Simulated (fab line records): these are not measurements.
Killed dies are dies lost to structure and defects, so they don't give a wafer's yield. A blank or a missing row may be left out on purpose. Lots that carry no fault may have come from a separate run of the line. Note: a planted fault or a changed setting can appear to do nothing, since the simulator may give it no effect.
Chamber matching    flow n5_finfet    N5_PMOS_HMC_CHANNEL_EPI_HM_DEP_34 on pecvd-02: 3 sister chambers
The step deposits SiO2 from TEOS/O2, target thk 36 nm, time 6.9 s. 16 wafers are shown with their chamber, then 8 later ones without.

== EACH WAFER AND ITS CHAMBER ==
wafer   chamber  throttle_valve_pct (%)  showerhead_plenum_p_Torr (Torr)  heater_power_w (W)
L075.1  1        20.5                    8.36                             465
L075.3  2        16.8                    8.33                             572
L075.6  1        20.7                    8.32                             468
L077.1  1        20.7                    8.35                             526
L077.2  0        19.7                    8.41                             565
L077.6  2        17.0                    8.33                             494
L081.2  2        17.0                    8.34                             579
L081.3  0        19.4                    8.39                             522
L081.6  0        19.8                    8.40                             524
L085.1  1        20.4                    8.32                             542
L085.4  0        19.5                    8.39                             641
L085.5  1        20.2                    8.31                             559
L087.1  1        20.7                    8.33                             475
L087.3  2        17.3                    8.37                             555
L087.5  1        20.7                    8.31                             488
L088.2  1        20.5                    8.34                             502

SIGNATURES, as means of the wafers listed above
reading                   chamber 0  chamber 1  chamber 2  scatter within a chamber
throttle_valve_pct        19.600     20.550     17.025     0.19
showerhead_plenum_p_Torr  8.3975     8.3300     8.3425     0.017
heater_power_w            563.00     503.12     550.00     41.7
Rule: for each reading, subtract the chamber's mean from the wafer's reading, divide by that reading's scatter and square the result; add these up over the readings and take the root, which gives the wafer's distance from the chamber. If the next closest chamber is less than 2 further off than the closest, the wafer can't be placed; otherwise it belongs to the closest. The scatter: the root of (the sum of the squares of (reading less its chamber's mean) over the shown wafers, divided by (wafers less chambers)).

== WAFERS WHOSE CHAMBER IS MISSING ==
wafer   throttle_valve_pct (%)  showerhead_plenum_p_Torr (Torr)  heater_power_w (W)
L088.3  17.3                    8.34                             534
L088.4  20.4                    8.32                             501
L093.1  20.6                    8.34                             555
L093.4  19.2                    8.38                             540
L093.5  17.2                    8.32                             490
L096.3  19.5                    8.42                             592
L096.4  17.3                    8.34                             528
L096.5  20.6                    8.35                             539

== WHICH CHAMBER EACH ONE RAN IN ==
wafer   from the rows above  in truth
L088.3  2                    2
L088.4  1                    1
L093.1  1                    1
L093.4  0                    0
L093.5  2                    2
L096.3  0                    0
L096.4  2                    2
L096.5  1                    1
Placed correctly: 8 of 8. Number that these rows cannot place: 0. 0 placed wrongly.
